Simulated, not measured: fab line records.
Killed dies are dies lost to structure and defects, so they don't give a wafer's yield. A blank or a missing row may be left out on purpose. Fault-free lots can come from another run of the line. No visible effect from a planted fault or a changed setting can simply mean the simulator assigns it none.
Split-lot study	flow n5 finfet	on a route of 1938 steps: 7 lots, 39 wafers read

## SPLIT DETAILS
At N5_GATE_CUT_EXPOSE_10 (exposes mask GATE CUT, target cd 20 nm), the setting dose mj was moved away from the recipe's 43.25 on 18 of the 39 wafers read, by -7.5% to +6.4%. For the rest of the wafers, this setting stayed at what the recipe calls for.

## FROM THE SPLIT TO THE READING: what the file shows between them, 2 steps
- N5_GATE_CUT_PEB_11: peb time 60 s
- N5_GATE_CUT_DEVELOP_12: develop time 30 s

## THE READING
Shown in nm: cd nm at N5_GATE_CUT_CD_MEAS_13, with target cd 20 nm. A value of 20.04 nm with a standard deviation of 0.22 nm is what fault-free wafers of this fab line usually give.

wafer	tool, chamber at the split	dose mj as run	against the recipe	cd nm, nm	against lot-mates on the recipe
L074.1	euv scanner-02, 0	43.25	recipe	19.51	-
L074.2	euv scanner-02, 0	43.25	recipe	19.93	-
L074.3	euv scanner-02, 0	43.25	recipe	20.16	-
L074.4	euv scanner-02, 0	46.02	+6.4%	21.38	+1.51
L074.5	euv scanner-02, 0	46.02	+6.4%	21.51	+1.64
L074.6	euv scanner-02, 0	46.02	+6.4%	21.50	+1.63
L078.1	euv scanner-01, 0	43.25	recipe	20.16	-
L078.2	euv scanner-01, 0	43.25	recipe	19.98	-
L078.3	euv scanner-01, 0	39.99	-7.5%	18.20	-1.98
L078.4	euv scanner-01, 0	39.99	-7.5%	18.36	-1.82
L078.5	euv scanner-01, 0	39.99	-7.5%	17.61	-2.57
L078.6	euv scanner-01, 0	43.25	recipe	20.40	-
L083.1	euv scanner-01, 0	43.25	recipe	19.98	-
L083.2	euv scanner-01, 0	43.25	recipe	20.48	-
L083.4	euv scanner-01, 0	43.25	recipe	20.44	-
L084.1	euv scanner-01, 0	44.99	+4.0%	21.29	+0.95
L084.2	euv scanner-01, 0	44.99	+4.0%	20.92	+0.58
L084.3	euv scanner-01, 0	43.25	recipe	20.37	-
L084.4	euv scanner-01, 0	43.25	recipe	20.33	-
L084.5	euv scanner-01, 0	44.99	+4.0%	21.10	+0.76
L084.6	euv scanner-01, 0	43.25	recipe	20.33	-
L087.1	euv scanner-02, 0	43.25	recipe	19.86	-
L087.2	euv scanner-02, 0	43.25	recipe	20.40	-
L087.3	euv scanner-02, 0	43.25	recipe	20.32	-
L087.4	euv scanner-02, 0	45.3	+4.7%	20.87	+0.68
L087.5	euv scanner-02, 0	45.3	+4.7%	21.31	+1.12
L087.6	euv scanner-02, 0	45.3	+4.7%	21.13	+0.94
L089.1	euv scanner-01, 0	43.25	recipe	20.21	-
L089.2	euv scanner-01, 0	43.25	recipe	19.94	-
L089.3	euv scanner-01, 0	43.25	recipe	20.21	-
L089.4	euv scanner-01, 0	44.99	+4.0%	20.89	+0.77
L089.5	euv scanner-01, 0	44.99	+4.0%	20.86	+0.74
L089.6	euv scanner-01, 0	44.99	+4.0%	20.86	+0.74
L094.1	euv scanner-02, 0	43.25	recipe	19.86	-
L094.2	euv scanner-02, 0	41.28	-4.6%	18.61	-1.35
L094.3	euv scanner-02, 0	41.28	-4.6%	18.95	-1.01
L094.4	euv scanner-02, 0	43.25	recipe	20.12	-
L094.5	euv scanner-02, 0	41.28	-4.6%	18.81	-1.15
L094.6	euv scanner-02, 0	43.25	recipe	19.91	-

THE FIT
A straight line over all 39 wafers: cd nm changes by +0.244 nm for each +1% of dose mj; r = +0.96; the points scatter about the line by 0.25 nm.
The same after taking each lot's own level away (the mean of its wafers on the recipe; 39 wafers): +0.245 nm for each +1%; r = +0.97; scatter 0.22 nm.
That fit puts the effect of the largest move of dose mj on the reading at 1.8 nm.
Across the lots, their own levels run from 19.867 to 20.343 nm, a range of 2.2 times the standard deviation given above.
So the lot-to-lot level changes the slope little: the two slopes agree.
Check: -1.92 nm against its lot-mates is what the line predicts for one of the wafers moved furthest among these (-7.5%) when that wafer is left out of the fit. Against them it came out at -1.98 nm.

## THESE WAFERS: OTHER SPLITS
Before the reading, these wafers also passed through other splits. Each is held against what the fit with the lots' levels taken away leaves over:
other split on the same wafers	wafers away from the commonest value	r with cd nm (lot level and that fit taken away)
N5_DUMMY_GATE_CVD_03 temp c	33	-0.06
N5_DUMMY_GATE_EXPOSE_12 dose mj	15	-0.19
N5_DUMMY_GATE_ETCH_31 target depth a	12	+0.03
N5_SD_EPI_N_ETCH_35 time s	15	+0.22
N5_HKMG_FIN_ETCH_32 target depth a	15	+0.27
N5_HKMG_FIN_NWFM_ALD_20 ald cycles	12	+0.15

## THE WHOLE CHAIN: every reading that the file lists as answering this split, in the file's order
step	what it does	reading	change (the file's fit)	r (the file's)
N5_GATE_CUT_CD_MEAS_13	target cd 20 nm	cd nm	+0.242 nm for each +1% of the setting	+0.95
N5_GATE_CUT_DESCUM_18	chemistry O2, time 7 s	GATE_CUT.cd nm (the simulator's own value, which no gauge read)	+0.221 nm for each +1% of the setting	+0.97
N5_GATE_CUT_ETCH_36	etches SiARC in CF4, target depth 13 nm, time 21.7 s	GATE_CUT.cd nm (the simulator's own value, which no gauge read)	+0.227 nm for each +1% of the setting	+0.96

## FILE'S OWN FIT
cd nm changes by +0.242 nm for each +1% of dose mj, r = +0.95.
